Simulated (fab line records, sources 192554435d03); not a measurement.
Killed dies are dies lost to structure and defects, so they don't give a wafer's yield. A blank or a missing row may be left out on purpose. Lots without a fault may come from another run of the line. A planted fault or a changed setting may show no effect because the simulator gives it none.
A struck lot beside a sound one | flow n5_finfet | 15 steps out of a route of 1938
Sound: wafers L583.1, L583.2, L583.5. Struck: wafer L600.5. (L600.2, L600.6 of the same lot were not struck and are left out.) The cause comes at the end.
At each step with rows: each side's tool, then ch and its chambers, then its first start. Under that, the readings that differ: sound wafers | struck wafers | difference of the means | sigmas: that difference in standard deviations of wafers without a fault.
alike: readings whose means differ by less than 2 such deviations, and words and numbers that are the same on both sides. not compared: withheld readings, readings that some wafer has no value for, bounds like >300 that may hide the same value, and numbers for which the record gives no deviation and whose values overlap.
The two part at a step that has a row with sigmas, a row that says differs or no value, or rows on one side only. Numbers that don't overlap but have no deviation are shown without sigmas and don't part them. A reading that every wafer of one side lacks parts them only if that side has two wafers or more.

first, 8 steps without rows for these wafers: N5_BEOL_M9_COAT_59 (time 60 s, resist thk 100 nm); N5_BEOL_M9_COAT_60 (time 60 s, resist thk 30 nm); N5_BEOL_M9_COAT_05 (resist thk 90 nm); N5_BEOL_M9_EBR_07; N5_BEOL_M9_SOFTBAKE_06 (time 60 s); N5_BEOL_M9_EXPOSE_08 (exposes mask M9); N5_BEOL_M9_PEB_09 (peb time 60 s); N5_BEOL_M9_DEVELOP_10 (develop time 30 s).
N5_BEOL_M9_CD_MEAS_11: target cd 64.1 nm.
  sound on cd_sem-02 ch 0, day 9 09:29; struck on cd_sem-01 ch 0, day 14 04:47
  alike: cd_nm
N5_BEOL_M9_OVL_MEAS_12:
  sound on overlay-01 ch 0, day 9 09:32; struck on overlay-02 ch 0, day 14 04:49
  alike: M9_OVL
N5_BEOL_M9_INSPECT_13: inspects for defects (brightfield).
  sound on defect_inspect-02, day 9 09:33; struck on defect_inspect-02, day 14 04:50
  alike: raw_defect_count
N5_BEOL_M9_DESCUM_16: chemistry O2, time 7.9 s.
  sound on rie_diel-03 ch 0,3, day 9 09:35; struck on rie_diel-03 ch 2, day 14 05:12
  reading                         | sound             | struck | difference | sigmas
  rf_vpp_V (V)                    | 243.8 243.8 244.4 | 241.3  | -2.7       | -2
  showerhead_plenum_p_Torr (Torr) | 2.18 2.18 2.18    | 1.99   | -0.19      | -3
  alike: drypump_motor_current_A, o2_flow_sccm, oes_product_au, throttle_valve_pct
  not compared: rf_hours_counter_h
N5_BEOL_M9_ETCH_61: etches SiARC in CF4, target depth 39 nm, time 65 s.
  sound on rie_diel-03 ch 0,3, day 9 09:37; struck on rie_diel-03 ch 2, day 14 05:14
  reading                         | sound             | struck | difference | sigmas
  etch_rf_on_time_s (s)           | 67.4 65.7 65.8    | 71.9   | +5.6       | +4
  rf_vpp_V (V)                    | 182.9 186.5 185.9 | 182.3  | -2.8       | -2
  showerhead_plenum_p_Torr (Torr) | 2.22 2.22 2.22    | 2.05   | -0.17      | -3
  alike: drypump_motor_current_A, oes_product_au, throttle_valve_pct
  not compared: rf_hours_counter_h
N5_BEOL_M9_ETCH_62: etches SOC in N2/H2, target depth 110 nm, overetch 22 nm, time 165 s.
  sound on rie_diel-03 ch 0,3, day 9 09:40; struck on rie_diel-03 ch 2, day 14 05:17
  reading                         | sound             | struck | difference | sigmas
  rf_vpp_V (V)                    | 526.8 525.5 527.7 | 519.7  | -7.0       | -3
  showerhead_plenum_p_Torr (Torr) | 2.67 2.63 2.63    | 2.41   | -0.23      | -3
  alike: drypump_motor_current_A, h2_flow_sccm, oes_product_au, throttle_valve_pct
  not compared: rf_hours_counter_h
-- the record jumps here: 2 days lie between the struck wafers' starts before and after (it left off in module BEOL_M9 and takes up again in module PASSIVATION, whose first step shown is number 1936 of the route) --
N5_PASSIVATION_PROBE_49:
  the record has rows for the struck wafers here (prober-01, day 16 16:43) and none for the sound ones

WHERE THEY PART
First at N5_BEOL_M9_DESCUM_16; last, within this record, at N5_PASSIVATION_PROBE_49.

WHY: what the simulator had put in
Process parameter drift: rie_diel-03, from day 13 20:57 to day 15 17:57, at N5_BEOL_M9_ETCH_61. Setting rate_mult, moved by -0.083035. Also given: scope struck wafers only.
